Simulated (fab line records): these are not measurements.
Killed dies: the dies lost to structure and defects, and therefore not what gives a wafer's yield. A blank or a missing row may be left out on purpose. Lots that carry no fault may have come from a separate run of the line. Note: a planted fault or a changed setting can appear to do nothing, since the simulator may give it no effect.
fab line records    flow nandHarc    part 2 of 2: steps 18 to 27 of 27
record: lots: 5  wafers: 15  lastDay: 21
route steps=1159 shown A_CONTACT@938 A_BLC@964
lots that met no fault: taken from a fault-free run of the same line
startH: hours from the record's first day to the start of the lot's first wafer shown    waitH: time in hours since the lot's previous step    " repeats the value in the row above    L1.1+2: a row that stands for several wafers    - no value, or no start was given    * or withheld: withheld    < > ~ a bound
route shown NAME@n: NAME is a module with steps in the file, n the number in the route of the first one    usual: mean/standard deviation of fault-free wafers    same: alike in all rows    chamber/n: place in a boat    sites: each site's reading    _std_site: standard deviation of those values    _edge_site: the outer-site mean with the inner-site mean subtracted    radiusMm: for every site, how far away it sits from the centre of the wafer    mask NAME#n: copy n    behind: the most recent tool/chamber to have shaped the wafer    hold: the reason the lot was held/the length of the hold in hours/how it ended    device: transistor that didn't switch, given as n, p or np    end of line: the same wafers' tests at the end of the route    a step with no rows: only its recipe    killed: count of dies lost to structure and defects at first sort (not the wafer's yield)    map: a wafer's dies, marking killed ones x, the rest . and places with no die _
set.NAME: the setting that was run; set.NAME@STEP: the one run at that earlier step    model.NAME: the simulator's own value behind a step, which no gauge read
a table for each step, a row for each wafer; lots at some steps of the route
services: a tool's chamber out of use, with start hour (startH, from the record's first day; less than 0 if before it), hours out, and reason
== steps ==
step: NHARC_A_CONTACT_ETCH_110
recipe: targetDepthA: 500  overetchA: 50  timeS: 27.5  ionEnergyEv: 100  cf4FlowSccm: 80  o2FlowSccm: 20  arFlowSccm: 0  rfW: 300  biasW: 100  chemistry: CF4/O2
usual: drypumpMotorCurrentA: 5.6/0.37  oes_o_777_au: 1.000/0.0043  oesProductAu: 1.000/0.015  rfFwdPowerW: 294.7/1.7  rfVppV: 197.6/1.5  showerheadPlenumPTorr: 1.33/0.062  throttleValvePct: 13.396/0.0088
lot.wafer  tool        chamber  startH  waitH  drypumpMotorCurrentA  oes_o_777_au  oesProductAu  rfFwdPowerW  rfHoursCounterH  rfVppV  showerheadPlenumPTorr  throttleValvePct
L075.3     rieDiel-13  1        383.80  0.1    5.5                   1.004         0.996         295.1        40               195.1   1.29                   13.407
L075.1     "           2        "       "      5.4                   1.006         0.987         294.3        40               198.6   1.39                   13.398
L075.6     "           3        "       "      5.0                   1.004         1.021         296.9        -                194.6   1.25                   13.386
L074.3     rieDiel-10  1        388.38  0.1    6.3                   1.001         0.999         295.9        10               199.0   1.44                   13.399
L074.1     "           2        "       "      5.5                   1.001         1.015         297.2        9                196.9   1.29                   13.384
L074.6     "           1        "       "      6.3                   0.997         0.989         295.9        -                199.6   1.44                   13.401
L078.2     rieDiel-13  3        408.66  0.1    4.9                   0.996         1.021         295.8        46               194.5   1.25                   13.391
L078.4     "           1        "       "      5.6                   0.999         0.999         298.0        50               197.8   1.29                   13.397
L078.6     "           3        "       "      4.9                   1.000         1.027         295.6        -                196.1   1.25                   13.411
L085.4     rieDiel-12  3        441.88  0.1    5.9                   0.997         0.975         293.6        10               199.0   1.36                   13.416
L085.3     "           0        "       "      5.3                   0.997         1.005         295.6        10               197.9   1.37                   13.382
L085.5     "           3        "       "      6.0                   1.004         0.991         293.4        -                198.4   1.36                   13.391
L087.2     rieDiel-12  2        459.12  0.4    5.7                   1.004         1.003         294.4        12               196.9   1.30                   13.389
L087.1     "           1        "       "      5.5                   1.002         0.973         292.6        13               196.2   1.26                   13.390
L087.6     "           2        "       "      5.7                   1.002         1.001         292.3        -                198.7   1.30                   13.393
step: NHARC_A_CONTACT_STRIP_26
recipe: o2FlowSccm: 500  arFlowSccm: 0  biasW: 0  chemistry: O2
usual: drypumpMotorCurrentA: 5.6/0.36  oesProductAu: 0.999/0.016  rfVppV: 57.7/0.78  showerheadPlenumPTorr: 3.53/0.15  throttleValvePct: 17.036/0.01
lot.wafer  tool        chamber  startH  waitH  drypumpMotorCurrentA  oesProductAu  rfHoursCounterH  rfVppV  showerheadPlenumPTorr  throttleValvePct
L075.1     rieDiel-13  2        -       -      5.5                   0.987         40               58.0    3.66                   17.035
L075.3     "           0        "       "      5.2                   1.017         38               60.3    3.79                   17.034
L075.6     "           2        "       "      5.4                   0.992         -                58.3    3.66                   17.037
L074.3     rieDiel-10  1        -       -      6.3                   0.993         10               58.3    3.80                   17.044
L074.1     "           0        "       "      6.3                   1.009         11               57.4    3.71                   17.027
L074.6     "           2        "       "      5.6                   1.017         -                57.3    3.41                   17.021
L078.2     rieDiel-13  3        -       -      5.0                   1.011         46               56.9    3.31                   17.038
L078.4     "           0        "       "      5.2                   1.025         43               58.7    3.78                   17.048
L078.6     "           0        "       "      5.2                   1.033         -                59.3    3.78                   17.042
L085.3     rieDiel-12  3        -       -      6.0                   0.973         10               58.1    3.59                   17.027
L085.4     "           2        "       "      5.7                   1.018         9                58.5    3.43                   17.020
L085.5     "           3        "       "      6.0                   0.973         -                59.1    3.59                   17.028
L087.1     rieDiel-12  0        -       -      5.4                   0.988         14               57.9    3.63                   17.033
L087.2     "           1        "       "      5.5                   0.978         13               56.6    3.35                   17.021
L087.6     "           0        "       "      5.3                   0.990         -                57.4    3.63                   17.029
step: NHARC_A_CONTACT_STRIP_27
recipe: timeS: 600  tempC: 30  chemistry: postEtchResidueRemover
lot.wafer   tool         chamber  startH  waitH
L075.6+1+3  wetBench-03  5,6,1    384.18  -
L074.1+3+6  wetBench-02  7,0,3    388.80  -
L078.4+6+2  wetBench-01  2,5,7    409.04  -
L085.5+4+3  wetBench-02  3,7,0    442.26  -
L087.6+1+2  wetBench-03  2,5,6    459.50  -
step: NHARC_A_CONTACT_ALD_18
recipe: targetThkA: 30  pulseTimeS: 1  aldCycles: 150  tempC: 450  material: TiN
usual: heaterPowerW: 1147/96  precursorPulseHeightRel: 1.002/0.02
same: aldCycles: 150
lot.wafer  tool         chamber  startH  waitH  heaterPowerW  precursorPulseHeightRel
L075.3     aldMetal-01  3        384.44  -      1247          1.021
L075.1     "            1        "       "      1066          0.994
L075.6     "            3        "       "      1253          1.003
L074.3     aldMetal-04  3        389.07  -      1145          1.009
L074.1     "            2        "       "      1254          1.010
L074.6     "            0        "       "      1210          1.006
L078.2     aldMetal-01  3        409.32  -      1265          0.995
L078.4     "            0        "       "      1115          0.975
L078.6     "            0        "       "      1116          1.012
L085.4     aldMetal-04  0        442.53  -      1220          1.017
L085.3     "            1        "       "      1160          1.024
L085.5     "            1        "       "      1155          1.003
L087.1     aldMetal-03  3        459.76  -      1052          1.006
L087.2     "            0        "       "      1056          0.996
L087.6     "            3        "       "      1049          1.045
step: NHARC_A_CONTACT_CVD_19
recipe: targetThkA: 3000  tempC: 300  pressureTorr: 40  wf6FlowSccm: 40  h2FlowSccm: 1600  arFlowSccm: 1560  timeS: 802  material: W
usual: heaterPowerW: 505/43  throttleValvePct: 8.32/0.28
lot.wafer  tool     chamber  startH  waitH  heaterPowerW  throttleValvePct
L075.1     cvdW-02  1        -       -      524           8.25
L075.3     "        1        "       "      522           8.32
L075.6     "        0        "       "      466           8.63
L074.1     cvdW-01  1        -       -      566           7.89
L074.3     "        0        "       "      453           8.37
L074.6     "        0        "       "      463           8.50
L078.2     cvdW-02  1        -       -      529           8.12
L078.4     "        1        "       "      527           8.25
L078.6     "        1        "       "      536           8.25
L085.4     cvdW-02  1        -       -      535           8.03
L085.3     "        0        "       "      466           8.65
L085.5     "        1        "       "      536           8.08
L087.1     cvdW-02  1        -       -      544           8.22
L087.2     "        0        "       "      463           8.36
L087.6     "        1        "       "      531           8.17
step: NHARC_A_CONTACT_CMP_20
recipe: tOverpolishS: 30  targetThkNm: 300
usual: motorCurrentA: 11.2/0.86  overpolishRunS: 30.001/0.0089  timeToEndpointS: 59/4.4
lot.wafer  tool    chamber  startH  waitH  motorCurrentA  overpolishRunS  timeToEndpointS
L075.3     cmp-02  2        385.54  0.4    10.8           30.000          60
L075.1     "       3        "       "      11.3           29.998          57
L075.6     "       3        "       "      11.6           29.979          59
L074.3     cmp-02  3        394.78  0.5    11.6           29.997          56
L074.1     "       2        "       "      10.8           30.001          55
L074.6     "       3        "       "      10.8           30.003          61
L078.4     cmp-02  0        412.32  0.5    10.3           30.008          57
L078.2     "       3        "       "      11.3           30.001          60
L078.6     "       0        "       "      9.7            29.988          59
L085.3     cmp-03  0        447.03  0.4    12.6           30.006          59
L085.4     "       1        "       "      11.4           30.002          67
L085.5     "       0        "       "      12.9           30.010          59
L087.1     cmp-02  2        460.88  0.8    10.8           30.008          60
L087.2     "       3        "       "      10.9           29.994          60
L087.6     "       1        "       "      11.3           29.995          57
step: NHARC_A_CONTACT_SRD_22
lot.wafer   tool         chamber  startH  waitH
L075.1+6+3  wetBench-03  2,3,5    385.87  0.1
L074.6+1+3  wetBench-02  2,4,5    395.12  0.1
L078.2+4+6  wetBench-03  3,4,5    412.65  0.0
L085.3+5+4  wetBench-01  0,2,4    447.35  0.0
L087.2+1+6  wetBench-03  4,6,7    461.18  0.0
step: NHARC_A_CONTACT_INSPECT_23
usual: rawDefectCount: 436/110
lot.wafer  tool              chamber  startH  waitH  rawDefectCount
L075.1     defectInspect-02  -        385.95  0.1    373
L075.3     "                 -        "       "      274
L075.6     "                 -        "       "      496
L074.1     defectInspect-01  -        395.21  0.1    646
L074.3     "                 -        "       "      604
L074.6     "                 -        "       "      610
L078.2     defectInspect-02  -        412.73  0.1    489
L078.4     "                 -        "       "      460
L078.6     "                 -        "       "      508
L085.3     defectInspect-02  -        447.44  0.1    772
L085.4     "                 -        "       "      614
L085.5     "                 -        "       "      542
L087.1     defectInspect-01  -        461.25  0.1    407
L087.2     "                 -        "       "      446
L087.6     "                 -        "       "      530
step: NHARC_A_BLC_DEHYDRATE_00
recipe: tempC: 150  timeS: 120
usual: heaterPowerTotalW: 182.7/1.2
lot.wafer  tool           chamber  startH  waitH  heaterPowerTotalW
L075.1     lithoTrack-06  0        386.01  0.1    183.3
L075.3     "              0        "       "      182.2
L075.6     "              0        "       "      184.9
L074.1     lithoTrack-04  0        395.26  0.1    183.6
L074.3     "              0        "       "      181.5
L074.6     "              0        "       "      183.2
L078.2     lithoTrack-01  0        412.78  0.1    182.9
L078.4     "              0        "       "      183.8
L078.6     "              0        "       "      183.1
L085.3     lithoTrack-06  0        447.49  0.1    181.4
L085.4     "              0        "       "      180.9
L085.5     "              0        "       "      182.8
L087.1     lithoTrack-06  0        461.31  0.1    184.1
L087.2     "              0        "       "      180.9
L087.6     "              0        "       "      183.0
step: NHARC_A_BLC_HMDS_01
recipe: timeS: 30
lot.wafer   tool           chamber  startH  waitH
L075.1+3+6  lithoTrack-06  0        -       -
L074.1+3+6  lithoTrack-04  0        -       -
L078.2+4+6  lithoTrack-01  0        -       -
L085.3+4+5  lithoTrack-06  0        -       -
L087.1+2+6  lithoTrack-06  0        -       -
== services ==
tool           chamber  startH  hours  kind
wetBench-02    -        356.00  8.0    pm
rieDiel-12     0        358.66  -      clean
cmp-03         -        359.15  3.9    repair
aldMetal-01    0        366.48  1.9    repair
rieDiel-10     3        373.61  6.9    repair
cmp-03         -        373.84  0.7    repair
wetBench-03    -        374.92  4.2    repair
rieDiel-12     -        379.40  9.0    pm
wetBench-01    -        389.60  8.0    pm
cvdW-02        -        393.90  13.0   pm
cmp-02         -        399.33  1.5    repair
cmp-03         -        401.42  2.5    repair
aldMetal-04    -        406.00  10.0   pm
rieDiel-13     2        413.52  13.1   repair
rieDiel-13     3        421.53  9.9    repair
cmp-02         -        422.66  4.0    pm
cmp-02         -        430.78  2.2    repair
cmp-03         -        434.32  1.0    repair
lithoTrack-01  -        443.00  7.0    pm
cmp-03         -        447.89  0.8    repair
cmp-03         -        450.00  4.0    pm
rieDiel-13     -        453.15  9.0    pm
cmp-03         -        454.53  1.3    repair
aldMetal-01    -        458.00  10.0   pm
